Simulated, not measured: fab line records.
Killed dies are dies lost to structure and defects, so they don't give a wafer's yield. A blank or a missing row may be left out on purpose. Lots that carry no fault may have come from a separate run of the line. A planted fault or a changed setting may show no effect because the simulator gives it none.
Chamber matching    flow nand-harc    NHARC_P_BONDPAD_STRIP_15 on rie-diel-10 has 4 sister chambers
The step strips in O2. 4 wafers are shown with their chamber, then 10 later ones without.

== WAFERS PAIRED WITH THEIR CHAMBERS ==
wafer   chamber  drypump-motor-current-A (A)
L082.3  3        4.9
L083.2  2        5.2
L089.2  0        5.7
L089.3  1        5.7

== WAFERS WHOSE CHAMBER IS MISSING ==
wafer   drypump-motor-current-A (A)
L089.6  5.7
L092.1  5.7
L092.2  4.8
L092.5  5.7
L093.1  5.7
L093.2  5.2
L093.5  4.8
L096.1  5.7
L096.3  5.2
L096.4  4.8

== THE CHAMBER EACH PASSED THROUGH ==
wafer   from the rows above      in truth
L089.6  can't be placed: 0 or 1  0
L092.1  can't be placed: 0 or 1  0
L092.2  3                        3
L092.5  can't be placed: 0 or 1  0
L093.1  can't be placed: 0 or 1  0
L093.2  2                        2
L093.5  3                        3
L096.1  can't be placed: 0 or 1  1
L096.3  2                        2
L096.4  3                        3
5 of 10 placed correctly. From these rows, 5 cannot be placed; in 5 the true chamber is one of the candidates. 0 placed wrongly.
How it was worked out, from the rows above alone: a wafer's distance from a chamber is the root of the sum, over the readings, of the square of ((its reading less the chamber's mean) divided by the reading's scatter). If the next closest chamber is less than 2 further off than the closest, the wafer can't be placed; otherwise it belongs to the closest. The mean given for a chamber averages the wafers shown for that chamber. The scatter: with one shown wafer a chamber, the root of the mean of the squares of how far each hidden wafer lies from its nearest shown one.
